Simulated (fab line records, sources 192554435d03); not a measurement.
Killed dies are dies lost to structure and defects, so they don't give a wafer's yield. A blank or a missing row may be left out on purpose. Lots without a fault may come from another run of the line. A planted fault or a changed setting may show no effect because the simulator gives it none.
One fault seen from 2 desks | flow n5_finfet | each desk has only its own numbers; what lay behind them comes last

THE METROLOGY DESK
What the gauges read, lot by lot, whatever tool the lot ran on: means of the sampled wafers that have a number. A lot is out of limits, marked OUT, if its mean lies more than 4 standard deviations from the usual mean; the brackets give that distance. Of its 10 readings 7 are shown: those that lie furthest out on some lot.
Columns: A = DIBL_N at N5_BEOL_M4_RC_MEAS_101, usual 36.3 mV/V; B = DIBL_P at N5_BEOL_M4_RC_MEAS_101, usual 36.7 mV/V; C = IOFF_N at N5_BEOL_M4_RC_MEAS_101, usual 0.164 nA/um; D = ION_N at N5_BEOL_M4_RC_MEAS_101, usual 673 uA/um; E = SS_N at N5_BEOL_M4_RC_MEAS_101, usual 71.6 mV/dec; F = SS_P at N5_BEOL_M4_RC_MEAS_101, usual 73.3 mV/dec; G = VT_N at N5_BEOL_M4_RC_MEAS_101, usual 249.4 mV
lot  | first seen here | A    | B    | C     | D   | E    | F    | G
L387 | day 8 04:02     | 36.7 | 35.1 | 0.160 | 668 | 71.7 | 73.0 | 250.3
L389 | day 8 06:36     | 35.7 | 36.3 | 0.158 | 675 | 72.0 | 73.1 | 249.5
L393 | day 10 09:23    | 35.5 | 36.5 | 0.158 | 670 | 71.5 | 73.1 | 250.5
L404 | day 12 16:58    | 34.2 | 36.0 | 0.141 | 662 | 71.1 | 73.0 | 251.1
L403 | day 12 18:50    | 35.7 | 36.4 | 0.175 | 680 | 72.2 | 73.5 | 247.9
L406 | day 12 22:19    | 38.2 | 37.0 | 0.186 | 670 | 71.3 | 73.4 | 247.1
L407 | day 13 12:11    | 36.8 | 37.8 | 0.179 | 673 | 71.5 | 73.6 | 246.4
L409 | day 13 19:11    | 37.0 | 38.8 | 0.173 | 678 | 71.6 | 73.9 | 249.9
This desk's finding: nothing out of limits on any of the 8 lots.

THE TOOL OWNER'S DESK: rie_diel-04
The tool's own readings at N5_MIM_BOT_ETCH_ETCH_04 (etches SiNx in CF4/O2, target depth 26 nm, time 13 s): means of the sampled wafers that have a number, for each lot that ran on this tool. A lot is out of limits, marked OUT, if its mean lies more than 4 standard deviations from the usual mean; the brackets give that distance. Of its 8 readings 7 are shown: those that lie furthest out on some lot.
Columns: A = chamber_pressure_mTorr at N5_MIM_BOT_ETCH_ETCH_04, usual 40.00 mTorr; B = drypump_motor_current_A at N5_MIM_BOT_ETCH_ETCH_04, usual 5.8 A; C = oes_ar_750_au at N5_MIM_BOT_ETCH_ETCH_04, usual 0.81 a.u.; D = oes_o_777_au at N5_MIM_BOT_ETCH_ETCH_04, usual 0.81 a.u.; E = rf_vpp_V at N5_MIM_BOT_ETCH_ETCH_04, usual 240.5 V; F = showerhead_plenum_p_Torr at N5_MIM_BOT_ETCH_ETCH_04, usual 2.20 Torr; G = throttle_valve_pct at N5_MIM_BOT_ETCH_ETCH_04, usual 15.98 %
lot  | first seen here | A     | B   | C    | D    | E     | F    | G
L387 | day 12 11:42    | 40.03 | 5.7 | 0.82 | 0.82 | 236.8 | 2.17 | 15.95
L393 | day 14 11:58    | 39.99 | 5.4 | 0.77 | 0.77 | 239.7 | 2.20 | 16.11
L403 | day 16 12:52    | 40.00 | 5.4 | 0.86 | 0.87 | 242.2 | 2.16 | 15.63
L404 | day 17 01:17    | 40.04 | 5.2 | 0.97 | 0.95 | 235.8 | 2.17 | 15.88
This desk's finding: nothing out of limits on any of the 4 lots.

PUT TOGETHER
The metrology desk saw nothing out of limits.
The tool owner's desk saw nothing out of limits.

WHAT THE SIMULATOR HAD PUT IN
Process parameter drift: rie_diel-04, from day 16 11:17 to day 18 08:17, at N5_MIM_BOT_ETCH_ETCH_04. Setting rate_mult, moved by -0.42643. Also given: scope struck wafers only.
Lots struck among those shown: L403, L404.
